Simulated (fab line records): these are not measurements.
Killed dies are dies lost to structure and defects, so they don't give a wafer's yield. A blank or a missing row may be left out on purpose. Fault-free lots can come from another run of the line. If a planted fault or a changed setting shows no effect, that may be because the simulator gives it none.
Chamber matching	flow n5-finfet	rie-diel-03 running N5_BEOL_M14_DESCUM_15: 4 sister chambers
The step chemistry O2, time 7.9 s. 20 wafers are shown with their chamber, then 10 later ones without.

## WAFERS WITH THEIR CHAMBER
wafer	chamber	drypump-motor-current-A (A)	showerhead-plenum-p-Torr (Torr)	throttle-valve-pct (%)
L074.1	3	5.7	2.00	20.28
L074.3	2	5.6	2.03	20.65
L074.5	0	5.2	2.17	20.47
L077.2	3	5.7	2.00	20.27
L077.3	0	5.2	2.17	20.48
L077.4	1	6.3	2.08	20.04
L078.1	0	5.1	2.16	20.49
L078.3	2	5.6	2.03	20.67
L078.6	0	5.1	2.16	20.49
L084.3	0	5.2	2.16	20.49
L084.4	0	5.2	2.16	20.51
L084.6	1	6.3	2.07	20.06
L085.3	3	5.7	2.00	20.31
L085.5	3	5.7	2.00	20.33
L085.6	2	5.6	2.02	20.71
L087.1	2	5.6	2.02	20.70
L087.4	0	5.2	2.16	20.53
L087.5	2	5.6	2.02	20.69
L091.1	0	5.2	2.16	20.51
L091.4	3	5.7	1.99	20.34

SIGNATURES (averages over the wafers above)
reading	chamber 0	chamber 1	chamber 2	chamber 3	scatter within a chamber
drypump-motor-current-A	5.175	6.300	5.600	5.700	0.0306
showerhead-plenum-p-Torr	2.1625	2.0750	2.0240	1.9980	0.005
throttle-valve-pct	20.4962	20.0500	20.6840	20.3060	0.0235
Rule: distance of a wafer from a chamber = root of the sum over the readings of ((wafer's reading minus chamber's mean) / reading's scatter) squared. If the next closest chamber is less than 2 further off than the closest, the wafer can't be placed; otherwise it belongs to the closest. The scatter is the square root of a quotient: the sum, over the shown wafers, of each reading's squared deviation from its chamber's mean, divided by wafers minus chambers.

## WAFERS MISSING THEIR CHAMBER
wafer	drypump-motor-current-A (A)	showerhead-plenum-p-Torr (Torr)	throttle-valve-pct (%)
L091.6	6.3	2.06	20.09
L088.3	5.2	2.16	20.54
L088.5	5.7	1.99	20.34
L088.6	6.3	2.06	20.10
L095.2	5.2	2.15	20.55
L095.4	6.3	2.06	20.11
L095.5	5.2	2.15	20.55
L096.3	5.2	2.15	20.55
L096.4	5.6	2.01	20.72
L096.5	5.2	2.15	20.56

## EACH ONE'S CHAMBER
wafer	from the rows above	in truth
L091.6	1	1
L088.3	0	0
L088.5	3	3
L088.6	1	1
L095.2	0	0
L095.4	1	1
L095.5	0	0
L096.3	0	0
L096.4	2	2
L096.5	0	0
10 of 10 placed correctly. From these rows, 0 cannot be placed. Wrongly placed: 0.
